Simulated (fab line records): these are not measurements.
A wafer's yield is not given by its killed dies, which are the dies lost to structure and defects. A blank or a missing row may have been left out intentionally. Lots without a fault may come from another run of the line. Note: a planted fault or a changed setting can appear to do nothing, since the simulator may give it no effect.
fab line records    flow nandHarc
[record] lots = 5  wafers = 15  lastDay = 33
route steps=1302 shown P_ZERO_WELL@14 END@1302
lots untouched by any fault: they come from a run of this same line in which no faults occurred
startH: the number of hours between the record's first day and the start of the first shown wafer of the lot    waitH: hours elapsed since this lot's preceding step    " unchanged from the row above    L1.1+2: a single row standing in for several wafers    - no value, or no start given    * or withheld: withheld    < > ~ a bound
route shown NAME@n: NAME is a module with steps in the file, n the number in the route of the first one    usual: mean and standard deviation over wafers with no fault    same: alike in all rows    chamber/n: place in a boat    sites: per-site readings    _std_site: their standard deviation    _edge_site: the outer-site mean with the inner-site mean subtracted    radiusMm: how far each site lies from the wafer's centre    mask NAME#n: copy n    behind: the most recent tool/chamber to have shaped the wafer    hold: why the lot went on hold/how many hours it stayed there/how the hold came to an end    device: the n, p or np transistor that did not switch    end of line: the same wafers' tests at the end of the route    step lacking rows: just its recipe    killed: count of dies lost to structure and defects at first sort (not the wafer's yield)    map: dies across one wafer; x = killed, . = not, _ = none there
set.NAME: the setting as run; set.NAME@STEP: as run at that earlier step    model.NAME: the simulator's own value behind a step, which no gauge read
lots seen at some steps along the route; tables by step, rows by wafer
services: when a tool's chamber went out of use (startH, in hours from the record's first day, below 0 if earlier), for how many hours, and the reason
[[steps]]
[step NHARC_P_ZERO_WELL_CD_MEAS_11]
[recipe] targetCdNm = 500  landingEnergyEv = 500
[usual] cdNm = 499.4/1.7
lot.wafer  tool      chamber  startH  waitH  cdNm
L355.4     cdSem-02  0        41.26   -      500.1
L355.5     "         0        "       "      501.9
L355.6     "         0        "       "      499.5
L356.3     cdSem-03  0        51.24   -      499.1
L356.4     "         0        "       "      501.6
L356.6     "         0        "       "      501.8
L366.4     cdSem-03  0        151.18  -      499.8
L366.5     "         0        "       "      501.2
L366.6     "         0        "       "      501.6
L369.2     cdSem-02  0        181.24  -      500.5
L369.3     "         0        "       "      503.2
L369.6     "         0        "       "      501.7
L374.1     cdSem-01  0        231.23  -      499.3
L374.3     "         0        "       "      499.4
L374.6     "         0        "       "      499.5
[step NHARC_P_ZERO_WELL_HARDBAKE_12]
[recipe] tempC = 118  timeS = 65
[step NHARC_P_ZERO_WELL_DESCUM_13]
[recipe] timeS = 3  o2FlowSccm = 200  arFlowSccm = 0  biasPowerW = 0  chemistry = O2
[usual] drypumpMotorCurrentA = 5.5/0.49  mfcArSccm = 0.007/0.0097  oesProductAu = 1.002/0.0076  rfVppV = 57.7/0.79  showerheadPlenumPTorr = 1.91/0.072  throttleValvePct = 11.311/0.0092
[same] biasPowerW = 0
lot.wafer  tool        chamber  startH  waitH  drypumpMotorCurrentA  mfcArSccm  oesProductAu  rfHoursCounterH  rfVppV  showerheadPlenumPTorr  throttleValvePct
L355.4     rieDiel-01  0        41.47   -      5.7                   0          1.002         3                57.1    1.89                   11.304
L355.6     "           1        "       "      5.1                   0.009      1.010         -                56.8    1.79                   11.304
L355.5     "           2        "       "      5.1                   0.006      1.000         -                57.6    1.96                   11.325
L356.3     rieDiel-04  1        51.40   -      5.7                   0.007      1.000         18               57.5    1.95                   11.300
L356.4     "           3        "       "      6.2                   0          0.994         15               57.2    1.83                   11.313
L356.6     "           0        "       "      5.5                   0          0.999         -                57.3    1.90                   11.309
L366.4     rieDiel-01  2        151.36  -      5.1                   0.006      0.994         28               58.8    1.95                   11.320
L366.6     "           1        "       "      5.1                   0.009      1.005         -                56.8    1.79                   11.311
L366.5     "           2        "       "      5.1                   0.006      1.001         -                58.2    1.95                   11.308
L369.3     rieDiel-01  1        181.45  -      5.1                   0.009      1.008         40               57.2    1.78                   11.324
L369.2     "           3        "       "      5.1                   0          1.000         47               57.7    2.02                   11.311
L369.6     "           1        "       "      5.1                   0.009      0.996         -                56.6    1.78                   11.301
L374.1     rieDiel-04  2        231.39  -      5.3                   0.037      0.997         14               58.6    1.85                   11.316
L374.3     "           1        "       "      5.7                   0.007      1.012         15               57.5    1.93                   11.306
L374.6     "           2        "       "      5.3                   0.037      1.003         -                57.6    1.85                   11.302
[step NHARC_P_ZERO_WELL_ETCH_65]
[recipe] targetDepthA = 800  overetchA = 240  timeS = 87.88  ionEnergyEv = 200  n2FlowSccm = 150  h2FlowSccm = 150  arFlowSccm = 0  rfW = 400  biasW = 150  chemistry = N2/H2
[usual] drypumpMotorCurrentA = 5.6/0.49  mfcArSccm = 0.006/0.0098  n2FlowSccm = 150.0/0.5  oesProductAu = 1.002/0.0073  rfVppV = 430.4/2.3  showerheadPlenumPTorr = 2.04/0.079  throttleValvePct = 14.171/0.0098
lot.wafer  tool        chamber  startH  waitH  drypumpMotorCurrentA  mfcArSccm  n2FlowSccm  oesProductAu  rfHoursCounterH  rfVppV  showerheadPlenumPTorr  throttleValvePct
L355.4     rieDiel-01  3        41.57   0.1    5.1                   0          149.5       1.010         3                432.5   2.17                   14.181
L355.5     "           0        "       "      5.7                   0          150.4       0.999         -                429.1   2.01                   14.169
L355.6     "           1        "       "      5.1                   0.009      149.9       1.005         -                427.8   1.91                   14.174
L356.3     rieDiel-04  0        51.49   0.1    5.5                   0          149.3       1.004         17               430.1   2.03                   14.166
L356.4     "           2        "       "      5.3                   0.037      149.9       0.988         16               428.8   1.99                   14.166
L356.6     "           3        "       "      6.2                   0          149.2       0.994         -                428.1   1.95                   14.166
L366.4     rieDiel-01  0        151.45  0.1    5.7                   0          149.9       1.000         31               429.3   2.00                   14.186
L366.6     "           2        "       "      5.1                   0.006      150.2       0.985         -                429.7   2.08                   14.184
L366.5     "           3        "       "      5.1                   0          150.5       0.998         -                434.8   2.16                   14.174
L369.2     rieDiel-01  1        181.56  0.1    5.1                   0.009      149.7       1.005         40               426.0   1.90                   14.168
L369.3     "           3        "       "      5.1                   0          149.8       1.010         47               434.2   2.15                   14.166
L369.6     "           2        "       "      5.1                   0.006      150.3       0.995         -                431.7   2.07                   14.172
L374.3     rieDiel-04  0        231.48  0.1    5.5                   0          149.8       1.000         15               429.1   2.00                   14.162
L374.1     "           1        "       "      5.7                   0.007      149.8       1.009         15               430.9   2.05                   14.148
L374.6     "           0        "       "      5.5                   0          149.9       1.003         -                428.9   2.00                   14.171
[step NHARC_P_ZERO_WELL_ETCH_62]
[recipe] targetDepthA = 130  timeS = 6.5  chf3FlowSccm = 50  arFlowSccm = 200  rfW = 500  biasW = 200  chemistry = CHF3/Ar
[usual] drypumpMotorCurrentA = 5.6/0.49  mfcArSccm = 200.0/0.57  oesProductAu = 0.961/0.016  rfVppV = 370.6/2.1  showerheadPlenumPTorr = 2.34/0.085  throttleValvePct = 20.217/0.0092
lot.wafer  tool        chamber  startH  waitH  drypumpMotorCurrentA  mfcArSccm  oesProductAu  rfHoursCounterH  rfVppV  showerheadPlenumPTorr  throttleValvePct
L355.4     rieDiel-01  1        -       -      5.1                   200.3      0.953         2                366.6   2.20                   20.221
L355.5     "           1        "       "      5.1                   199.5      0.955         -                366.2   2.20                   20.219
L355.6     "           2        "       "      5.1                   199.8      0.937         -                372.8   2.40                   20.227
L356.3     rieDiel-04  2        -       -      5.3                   200.0      0.972         16               368.7   2.29                   20.226
L356.4     "           3        "       "      6.2                   199.7      0.965         15               368.5   2.25                   20.216
L356.6     "           0        "       "      5.5                   199.9      0.961         -                371.4   2.33                   20.212
L366.4     rieDiel-01  2        -       -      5.1                   199.6      0.951         28               371.2   2.39                   20.230
L366.6     "           0        "       "      5.7                   200.4      0.980         -                368.8   2.30                   20.204
L366.5     "           1        "       "      5.1                   200.0      0.961         -                367.7   2.19                   20.210
L369.2     rieDiel-01  3        -       -      5.1                   199.9      0.949         47               374.6   2.47                   20.229
L369.3     "           1        "       "      5.1                   199.8      0.941         41               366.6   2.19                   20.208
L369.6     "           3        "       "      5.1                   199.1      0.951         -                371.6   2.47                   20.223
L374.1     rieDiel-04  3        -       -      6.2                   200.0      0.946         14               367.6   2.23                   20.229
L374.3     "           0        "       "      5.5                   199.0      0.977         15               369.9   2.30                   20.221
L374.6     "           0        "       "      5.5                   199.4      0.977         -                370.6   2.30                   20.204
[step NHARC_P_ZERO_WELL_ETCH_63]
[recipe] targetDepthA = 1200  timeS = 40.1  hbrFlowSccm = 150  cl2FlowSccm = 50  rfW = 400  icpW = 400  biasW = 100  chemistry = HBr/Cl2
[usual] drypumpMotorCurrentA = 5.7/0.44  hbrFlowSccm = 150.1/0.47  oesProductAu = 1.000/0.0077  throttleValvePct = 26.406/0.0093
lot.wafer  tool      chamber  startH  waitH  drypumpMotorCurrentA  hbrFlowSccm  oesProductAu  rfHoursCounterH  throttleValvePct
L355.4     rieSi-05  1        41.73   -      5.4                   150.9        0.983         0.5              26.405
L355.6     "         0        "       "      6.1                   150.1        0.999         -                26.402
L355.5     "         1        "       "      5.5                   151.1        0.992         -                26.393
L356.4     rieSi-02  3        51.65   -      5.7                   150.6        0.996         0.7              26.394
L356.3     "         1        "       "      6.2                   149.7        1.004         0.8              26.403
L356.6     "         3        "       "      5.7                   150.5        1.006         -                26.406
L366.4     rieSi-05  2        151.63  -      5.2                   149.9        1.004         0.1              26.418
L366.5     "         0        "       "      6.0                   149.4        1.000         -                26.411
L366.6     "         1        "       "      5.5                   150.6        0.992         -                26.416
L369.2     rieSi-05  0        181.86  -      6.0                   150.2        0.996         0.3              26.398
L369.3     "         2        "       "      5.2                   150.3        1.000         0.3              26.400
L369.6     "         0        "       "      6.0                   150.6        0.992         -                26.409
L374.3     rieSi-03  2        231.75  -      5.3                   150.1        0.991         0.0              26.406
L374.1     "         0        "       "      5.7                   150.1        1.002         0.0              26.401
L374.6     "         2        "       "      5.3                   150.0        0.999         -                26.413
[step NHARC_P_ZERO_WELL_STRIP_15]
[recipe] timeS = 900  tempC = 130  chemistry = SPM
[step NHARC_P_ZERO_WELL_DEHYDRATE_16]
[recipe] tempC = 150  timeS = 120
[step NHARC_P_ZERO_WELL_HMDS_17]
[recipe] timeS = 30
[step NHARC_P_ZERO_WELL_COAT_18]
[recipe] spinRpm = withheld
[step NHARC_P_ZERO_WELL_SOFTBAKE_19]
[recipe] tempC = 122  timeS = 95
[step NHARC_P_ZERO_WELL_EBR_20]
[step NHARC_P_ZERO_WELL_EXPOSE_21]
[recipe] na = 0.6  targetCdNm = 720  doseMj = 22.31  maskId = P_NWELL
lot.wafer   tool           chamber  startH  waitH  mask
L355.4+5+6  krfScanner-02  0        42.50   -      P_NWELL#0
L356.3+4+6  krfScanner-04  0        52.44   -      P_NWELL_R1#0
L366.4+5+6  krfScanner-04  0        152.27  -      P_NWELL#0
L369.2+3+6  krfScanner-02  0        182.64  -      P_NWELL#0
L374.1+3+6  krfScanner-02  0        232.39  -      P_NWELL#0
[step NHARC_P_ZERO_WELL_PEB_22]
[recipe] pebTempC = 118  pebTimeS = 85
[step NHARC_P_ZERO_WELL_DEVELOP_23]
[recipe] timeS = 70
[step NHARC_P_ZERO_WELL_CD_MEAS_24]
[recipe] targetCdNm = 720  landingEnergyEv = 500
[usual] cdNm = 719.8/1.5
lot.wafer  tool      chamber  startH  waitH  cdNm
L355.4     cdSem-02  0        42.65   -      718.7
L355.5     "         0        "       "      717.8
L355.6     "         0        "       "      719.1
L356.3     cdSem-01  0        52.59   -      710.3
L356.4     "         0        "       "      710.6
L356.6     "         0        "       "      708.3
L366.4     cdSem-01  0        152.42  -      718.9
L366.5     "         0        "       "      720.6
L366.6     "         0        "       "      720.4
L369.2     cdSem-03  0        182.79  -      718.5
L369.3     "         0        "       "      718.6
L369.6     "         0        "       "      720.5
L374.1     cdSem-03  0        232.54  -      721.9
L374.3     "         0        "       "      721.5
L374.6     "         0        "       "      722.4
[step NHARC_P_ZERO_WELL_HARDBAKE_25]
[recipe] tempC = 125  timeS = 80
[step NHARC_P_ZERO_WELL_DESCUM_26]
[recipe] timeS = 3  o2FlowSccm = 200  arFlowSccm = 0  biasPowerW = 0  chemistry = O2
[usual] drypumpMotorCurrentA = 5.6/0.49  mfcArSccm = 0.006/0.01  oesProductAu = 1.003/0.0084  rfVppV = 57.8/0.86  showerheadPlenumPTorr = 1.92/0.069  throttleValvePct = 11.311/0.0088
[same] biasPowerW = 0
lot.wafer  tool        chamber  startH  waitH  drypumpMotorCurrentA  mfcArSccm  oesProductAu  rfHoursCounterH  rfVppV  showerheadPlenumPTorr  throttleValvePct  model.P_ZERO_WELL.cdNm
L355.4     rieDiel-01  3        42.82   -      5.1                   0          1.002         3                58.4    2.03                   11.306            718.8
L355.5     "           2        "       "      5.1                   0.006      1.002         -                58.4    1.96                   11.324            717.5
L355.6     "           3        "       "      5.1                   0          1.010         -                59.8    2.03                   11.306            718.8
L356.3     rieDiel-07  3        52.77   -      5.3                   0.028      0.999         37               58.6    1.99                   11.315            709.6
L356.6     "           1        "       "      5.7                   0          1.010         -                58.8    1.95                   11.311            708.7
L356.4     "           3        "       "      5.3                   0.028      0.996         -                58.7    1.99                   11.316            710.4
L366.4     rieDiel-01  1        152.61  -      5.1                   0.009      0.999         30               56.5    1.79                   11.307            719.5
L366.5     "           2        "       "      5.1                   0.006      0.995         -                58.5    1.95                   11.310            721
L366.6     "           3        "       "      5.1                   0          1.007         -                59.6    2.02                   11.313            720.1
L369.2     rieDiel-07  2        182.96  -      6.6                   0.003      1.002         20               57.7    1.97                   11.320            718.2
L369.3     "           3        "       "      5.4                   0.028      1.013         21               60.1    1.97                   11.313            718.3
L369.6     "           2        "       "      6.6                   0.003      1.009         -                57.3    1.97                   11.307            720.2
L374.3     rieDiel-04  1        232.72  -      5.7                   0.007      1.006         16               57.4    1.93                   11.311            721
L374.1     "           3        "       "      6.2                   0          1.005         15               57.1    1.81                   11.319            721.5
L374.6     "           0        "       "      5.5                   0          1.001         -                55.6    1.88                   11.317            721.7
[step NHARC_P_ZERO_WELL_IMPLANT_27]
[recipe] energyKev = 600  doseCm2 = 1e+13  tiltDeg = 7
[step NHARC_END_SORT_01]
[recipe] tempC = 25
[usual] killedAtArray = 50/17  killedAtOther = 0.7/1  killedAtPeriphery = 3.4/2.4  killedDies = 54/17  killedOpen = 3.3/1.7  killedShort = 2.5/1.6
[same] grossDies = 677
lot.wafer  tool       chamber  startH  waitH  killedAtArray  killedAtOther  killedAtPeriphery  killedDies  killedOpen  killedShort
L355.4     prober-01  0        577.82  3.4    83             1              6                  90          3           3
L355.5     prober-01  0        578.61  3.7    87             0              6                  93          7           0
L355.6     prober-01  0        579.40  4.0    77             3              7                  87          4           1
L356.3     prober-01  0        587.74  3.1    21             1              3                  25          4           0
L356.4     prober-01  0        588.55  3.4    17             1              7                  25          7           2
L356.6     prober-01  0        590.18  4.1    21             0              3                  24          2           2
L369.2     prober-02  0        735.26  2.8    45             0              2                  47          4           2
L369.3     prober-02  0        736.05  3.1    43             0              0                  43          3           3
L369.6     prober-02  0        738.43  4.0    51             0              3                  54          4           4
L366.4     prober-02  0        745.33  3.4    45             0              4                  49          4           5
L366.5     prober-02  0        746.13  3.7    61             0              2                  63          3           3
L366.6     prober-02  0        746.92  4.0    33             0              3                  36          5           3
L374.1     prober-01  0        778.80  2.5    58             0              2                  60          4           1
L374.3     prober-01  0        780.40  3.1    55             0              3                  58          4           1
L374.6     prober-01  0        782.81  4.0    52             0              4                  56          4           1
// killed by level:class
L355.4 A_CHANNEL_HOLE_D2:chamberFilmFlake=30 A_CHANNEL_HOLE_D1:chamberFilmFlake=27 A_SLIT:chamberFilmFlake=19 P_STI:chamberFilmFlake=3 A_ONON_D2:geometricParticle:open=2 P_CONTACT:chamberFilmFlake=2 P_M0:geometricParticle:short=1 A_CHANNEL_HOLE_D2:geometricParticle:short=1
L355.5 A_CHANNEL_HOLE_D2:chamberFilmFlake=38 A_CHANNEL_HOLE_D1:chamberFilmFlake=22 A_SLIT:chamberFilmFlake=21 P_STI:geometricParticle:open=1 P_M1:geometricParticle:open=1 P_M2:geometricParticle:open=1 A_ONON_D1:geometricParticle:open=1 A_CHANNEL_HOLE_D1:geometricParticle:open=1
L355.6 A_CHANNEL_HOLE_D1:chamberFilmFlake=34 A_CHANNEL_HOLE_D2:chamberFilmFlake=14 A_SLIT:chamberFilmFlake=14 P_STI:chamberFilmFlake=5 A_CHANNEL_FILL_D1:chamberFilmFlake=4 A_STAIRCASE:chamberFilmFlake=3 THIN_TSV:chamberFilmFlake=3 P_CONTACT:chamberFilmFlake=2
L356.3 A_CHANNEL_HOLE_D1:chamberFilmFlake=6 A_STAIRCASE:chamberFilmFlake=5 A_CHANNEL_HOLE_D2:chamberFilmFlake=4 A_ZERO_WELL:chamberFilmFlake=2 P_GATE:geometricParticle:open=1 P_CONTACT:geometricParticle:open=1 A_CONTACT:geometricParticle:open=1 A_M1:geometricParticle:open=1
L356.4 A_CHANNEL_HOLE_D2:chamberFilmFlake=5 P_M0:geometricParticle:open=3 P_M2:chamberFilmFlake=3 A_STAIRCASE:chamberFilmFlake=3 A_DECK1_JOINT:chamberFilmFlake=2 A_CONTACT:chamberFilmFlake=2 P_M1:geometricParticle:short=1 A_ONON_D2:geometricParticle:open=1
L356.6 A_CHANNEL_HOLE_D2:chamberFilmFlake=10 A_M0:geometricParticle:open=2 A_CONTACT:chamberFilmFlake=2 P_M0:geometricParticle:short=1 A_BLC:geometricParticle:short=1 P_CONTACT:chamberFilmFlake=1 P_M2:chamberFilmFlake=1 A_ZERO_WELL:chamberFilmFlake=1
L369.2 A_CHANNEL_HOLE_D2:chamberFilmFlake=21 A_CHANNEL_HOLE_D1:chamberFilmFlake=9 A_STAIRCASE:chamberFilmFlake=4 A_CHANNEL_FILL_D2:geometricParticle:open=2 A_DECK1_JOINT:chamberFilmFlake=2 A_CONTACT:chamberFilmFlake=2 A_SOURCE_PLATE:geometricParticle:open=1 A_CHANNEL_FILL_D1:geometricParticle:short=1
L369.3 A_CHANNEL_HOLE_D2:chamberFilmFlake=18 A_STAIRCASE:chamberFilmFlake=8 A_CHANNEL_HOLE_D1:chamberFilmFlake=7 A_SLIT:chamberFilmFlake=3 A_ONON_D2:geometricParticle:short=1 A_ONON_D2:geometricParticle:open=1 A_CHANNEL_FILL_D2:geometricParticle:short=1 A_BLC:geometricParticle:open=1
L369.6 A_CHANNEL_HOLE_D2:chamberFilmFlake=21 A_CONTACT:chamberFilmFlake=9 A_CHANNEL_HOLE_D1:chamberFilmFlake=8 A_STAIRCASE:chamberFilmFlake=4 A_DECK1_JOINT:chamberFilmFlake=2 A_SLIT:chamberFilmFlake=2 P_STI:geometricParticle:short=1 P_STI:geometricParticle:open=1
L366.4 A_CHANNEL_HOLE_D1:chamberFilmFlake=25 A_CONTACT:chamberFilmFlake=6 A_WL_FILL:geometricParticle:short=3 A_CHANNEL_FILL_D1:chamberFilmFlake=2 A_STAIRCASE:chamberFilmFlake=2 A_SLIT:chamberFilmFlake=2 P_STI:geometricParticle:short=1 P_M0:chamberFilmFlake=1
L366.5 A_CHANNEL_HOLE_D1:chamberFilmFlake=42 A_STAIRCASE:chamberFilmFlake=6 A_SLIT:chamberFilmFlake=4 A_CONTACT:chamberFilmFlake=3 P_CONTACT:geometricParticle:short=1 A_ONON_D1:geometricParticle:short=1 A_ONON_D1:geometricParticle:open=1 A_CHANNEL_FILL_D1:geometricParticle:open=1
L366.6 A_CHANNEL_HOLE_D1:chamberFilmFlake=15 A_SLIT:chamberFilmFlake=6 A_STAIRCASE:chamberFilmFlake=3 A_CHANNEL_HOLE_D1:geometricParticle:short=2 A_CONTACT:chamberFilmFlake=2 P_CONTACT:geometricParticle:open=1 A_ONON_D1:geometricParticle:open=1 A_CHANNEL_HOLE_D1:geometricParticle:open=1
L374.1 A_CHANNEL_HOLE_D2:chamberFilmFlake=27 A_CHANNEL_HOLE_D1:chamberFilmFlake=12 A_SLIT:chamberFilmFlake=6 A_CONTACT:chamberFilmFlake=4 A_M0:chamberFilmFlake=3 A_SOURCE_PLATE:geometricParticle:open=1 A_DECK1_JOINT:geometricParticle:short=1 A_CONTACT:geometricParticle:open=1
L374.3 A_CHANNEL_HOLE_D2:chamberFilmFlake=26 A_CHANNEL_HOLE_D1:chamberFilmFlake=8 A_CONTACT:chamberFilmFlake=8 A_SLIT:chamberFilmFlake=4 P_ZERO_WELL:chamberFilmFlake=3 A_DECK1_JOINT:chamberFilmFlake=2 A_STAIRCASE:chamberFilmFlake=2 A_ONON_D2:geometricParticle:short=1
L374.6 A_CHANNEL_HOLE_D2:chamberFilmFlake=20 A_SLIT:chamberFilmFlake=9 A_CONTACT:chamberFilmFlake=9 A_CHANNEL_HOLE_D1:chamberFilmFlake=8 A_M0:chamberFilmFlake=2 P_ZERO_WELL:chamberFilmFlake=2 P_GATE:geometricParticle:open=1 A_WL_FILL:geometricParticle:open=1
[[services]]
tool           chamber  startH  hours  kind
krfScanner-04  -        20.09   6.3    repair
krfScanner-04  -        27.45   4.0    pm
rieDiel-01     -        27.75   9.0    pm
rieSi-05       0        28.59   3.3    repair
rieSi-03       -        44.00   9.0    pm
krfScanner-02  -        47.37   11.1   repair
rieDiel-07     2        51.25   2.8    repair
rieDiel-01     2        60.43   7.4    repair
krfScanner-04  -        60.77   7.7    repair
rieDiel-07     -        79.50   2.4    repair
rieDiel-01     1        86.93   8.1    repair
krfScanner-02  -        94.00   4.0    pm
rieDiel-07     3        97.82   2.0    repair
rieDiel-07     -        117.47  9.0    pm
rieSi-05       1        120.59  10.2   repair
rieSi-05       -        128.00  9.0    pm
krfScanner-02  -        138.44  1.3    repair
rieSi-05       2        161.72  2.2    repair
rieDiel-07     2        176.40  1.7    repair
rieDiel-04     -        180.29  9.0    pm
rieDiel-04     0        191.39  6.0    repair
krfScanner-04  -        199.45  4.0    pm
rieDiel-01     -        204.75  9.0    pm
rieDiel-07     2        207.60  7.9    repair
[[key]]
[firstSign] step = NHARC_P_ZERO_WELL_EXPOSE_21  reading = mask  direction = changed
[effect] step = NHARC_P_ZERO_WELL_CD_MEAS_24  reading = cdNm  direction = down  sigmas = 6.9  usual = 719.8  struck = 709.7
[modelEffect] step = NHARC_P_ZERO_WELL_DESCUM_26  value = P_ZERO_WELL.cdNm  without = 718.1  struck = 709.6
metAt NHARC_P_ZERO_WELL_EXPOSE_21
struckWafers L356.3,L356.4,L356.6
testerLeftOut L356
[fault] kind = wrongMask  tool = any  chamber = -  onsetH = 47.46  steps = NHARC_P_ZERO_WELL_EXPOSE_21  auxCopy = P_NWELL_R1#0  cdOffsetNm = -8.5192  scope = struckLotsOnly
// testerLeftOut: of these lots the tester's yield and bins aren't shown, on N5 and GAA mostly nor the transistor test; their killed dies are dies lost to structure and defects alone, not to doping, threshold or leakage, so they don't give the yield
